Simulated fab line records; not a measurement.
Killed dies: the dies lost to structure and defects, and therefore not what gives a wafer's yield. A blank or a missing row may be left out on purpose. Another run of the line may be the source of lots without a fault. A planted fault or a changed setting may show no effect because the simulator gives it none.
Comparing a struck lot with a sound one    flow n5Finfet    40 steps out of a route of 1938
Sound: wafers L860.2, L860.4, L860.6. Struck: wafer L866.1 (left out: L866.4, a lot-mate that was not struck); the cause follows at the end.
Order at every step that has rows: each side's tool, ch and its chambers, its first start. Under that, the readings that differ: sound wafers    struck wafers    difference of the means    sigmas: that difference in standard deviations of wafers without a fault.
alike: readings with means less than 2 such deviations apart, plus words and numbers identical on both sides. not compared: withheld readings, readings lacking a value on some wafer, bounds such as >300 that could conceal the same value, and numbers that have no deviation in the record and whose values overlap.
A row with sigmas, a row that says differs or no value, or rows on one side alone: a step with any of these is where the two part. When numbers do not overlap yet have no deviation, they are printed without sigmas and do not part them. A reading missing from all wafers of one side parts the sides only when that side holds two or more wafers.

first, 9 steps without rows for these wafers: N5_BEOL_M4_ANNEAL_95 (time 240 s); N5_BEOL_M4_SPUTTER_96 (material Cu, target thk 4.5 nm, time 8.29 s); N5_BEOL_M4_ECD_50 (material Cu, target thk 300 nm); N5_BEOL_M4_ANNEAL_51 (time 90 s); N5_BEOL_M4_CMP_52 (polishes, stops on SiOC, t overpolish 6.8 s, target thk 40 nm); N5_BEOL_M4_PRE_CLEAN_60 (time 15 s); N5_BEOL_M4_CO_CAP_55 (material Co, precursor CCTBA/H2, target thk 2 nm, time 102.1 s); N5_BEOL_M4_PRE_CLEAN_56 (time 15 s); N5_BEOL_M4_DEP_57 (deposits SiCN from 3MS/NH3, target thk 8 nm, time 14 s).
N5_BEOL_M4_RC_MEAS_101:
  sound on prober-02 ch 0, day 8 21:24; struck on prober-02 ch 0, day 10 07:34
reading        sound           struck  difference  sigmas
ION_N (uA/um)  638 651 647     684     +39         +3
ION_P (uA/um)  444 447 447     476     +30         +3
VT_N (mV)      261 258 257     249     -10         -2
VT_P (mV)      -259 -258 -257  -249    +9          +2
  alike: DIBL_N, DIBL_P, IOFF_N, IOFF_P, SS_N, SS_P
then, 24 steps without rows for these wafers: N5_BEOL_M5_ILD_DEP_00 (deposits SiCOH lowk from DEMS/porogen, target thk 140.64 nm, time 25.9 s); N5_BEOL_M5_CURE_79 (cures SiCOH lowk, time 240 s); N5_BEOL_M5_PECVD_70 (deposits SiO2 from TEOS/O2, target thk 16 nm, time 18 s); N5_BEOL_M5_HM_DEP_02 (deposits TiN, target thk 20 nm); N5_BEOL_M5_COAT_59 (time 60 s, resist thk 60 nm); N5_BEOL_M5_COAT_60 (time 60 s, resist thk 12 nm); N5_BEOL_M5_COAT_71 (time 60 s, resist thk 5 nm); N5_BEOL_M5_COAT_05 (resist thk 30 nm); N5_BEOL_M5_EBR_07; N5_BEOL_M5_SOFTBAKE_06 (time 60 s); N5_BEOL_M5_EXPOSE_08 (exposes mask M5, target cd 28 nm); N5_BEOL_M5_PEB_09 (peb time 60 s); N5_BEOL_M5_DEVELOP_10 (develop time 30 s); N5_BEOL_M5_DESCUM_16 (chemistry O2, time 7 s); N5_BEOL_M5_ETCH_72 (etches underlayer in N2/H2, target depth 6.5 nm, time 5.2 s); N5_BEOL_M5_ETCH_61 (etches SiARC in CF4, target depth 15.6 nm, time 26 s); N5_BEOL_M5_ETCH_62 (etches SOC in N2/H2, target depth 75 nm, overetch 15 nm, time 112.5 s); N5_BEOL_M5_STRIP_63 (strips in N2/H2); N5_BEOL_M5_STRIP_73 (strips in N2/H2); N5_BEOL_M5_STRIP_64 (strips in CF4); N5_BEOL_M5_HM_OPEN_17 (chemistry Cl2/BCl3, target TiN, target depth 20 nm, overetch 6 nm); N5_BEOL_M5_STRIP_19 (strips in O2); N5_BEOL_M5_COAT_65 (time 60 s, resist thk 60 nm); N5_BEOL_M5_COAT_66 (time 60 s, resist thk 12 nm).
N5_BEOL_M5_TRENCH_ETCH_37: etches SiCOH lowk in C4F6/O2, target depth 71.652 nm, time 24.7 s.
  sound on rieDiel-06 ch 0,2,3, day 9 01:46; struck on rieDiel-06 ch 3, day 10 16:04
reading                                    sound              struck  difference  sigmas
runLengthS (s)                             47.8 47.6 48.3     33.1    -14.8       -38
model.BEOL_M5.featureDepthNm (nm)          67.8 72 69.8       31      -39         
model.etch.depthNm (nm)                    67.82 72.09 69.83  31.09   -38.82      
model.TiN_of_BEOL_M5_HM_DEP_02.thkNm (nm)  17.8 18.4 18       19.6    +1.5        
  alike: drypumpMotorCurrentA, oes_o_777_au, oesProductAu, rfVppV, showerheadPlenumPTorr, throttleValvePct
  not compared: rfHoursCounterH
N5_BEOL_M5_OCD_MEAS_38:
  struck on ocd-01, day 10 16:14; sound on ocd-02, day 9 01:55
reading             sound           struck  difference  sigmas
trenchDepthNm (nm)  67.3 72.5 70.1  30.7    -39.3       -20
N5_BEOL_M5_CMP_52: polishes, stops on SiCOH lowk, t overpolish 6.9 s, target thk 62 nm.
  sound on cmp-03 ch 0,1,3, day 9 08:13; struck on cmp-03 ch 1, day 10 22:49
reading                                sound         struck  difference  sigmas
model.Cu_of_BEOL_M5_ECD_50.thkNm (nm)  57.8 62 58.6  21.4    -38.1       
  alike: motorCurrentA
N5_BEOL_M5_THK_MEAS_53: measures by xrf.
  struck on filmMetro-02, day 10 23:04; sound on filmMetro-01, day 9 08:31
reading      sound           struck  difference  sigmas
M5_THK (nm)  58.3 62.4 59.1  21.4    -38.5       -17
N5_BEOL_M5_RS_MEAS_57: measures by four-point-probe.
  struck on filmMetro-01, day 10 23:20; sound on filmMetro-02, day 9 08:47
reading         sound              struck  difference  sigmas
M5_RS (ohm/sq)  0.423 0.385 0.413  1.550   +1.143      +64
-- here the record skips 4 days between the struck wafers' starts before and after, leaving off in module BEOL_M5 and picking up in module PASSIVATION (first step shown: number 1936 of the route) --
N5_PASSIVATION_PROBE_49:
  struck on prober-02, day 15 01:46; sound on prober-01, day 13 13:55
reading                  sound           struck  difference  sigmas
defectLimitedYield (%)   90.3 92.5 93.5  1.8     -90.3       -64
killed_at_M4_up          17 11 13        1082    +1068       +99 or more
killedDies               115 89 77       1159    +1065       +67
killedOnRim              14 7 9          147     +137        +33
sort_bin_5_function (%)  4.7 4.1 3.7     95.7    +91.5       +95
sortNPass                1035 1091 1103  21      -1055       -46
sortYieldPct (%)         87.7 92.5 93.5  1.8     -89.4       -47
  alike: killed_at_M0_to_M3, killedAtContacts, killedAtFrontEnd, killedAtOther, killedOpen, killedShort, sort_bin_4_leakage, sort_bin_6_memory, sort_bin_8_speed

## WHERE THEY PART
At N5_BEOL_M4_RC_MEAS_101 first; at N5_PASSIVATION_PROBE_49 last (within this record only).

WHY: the cause the simulator had injected
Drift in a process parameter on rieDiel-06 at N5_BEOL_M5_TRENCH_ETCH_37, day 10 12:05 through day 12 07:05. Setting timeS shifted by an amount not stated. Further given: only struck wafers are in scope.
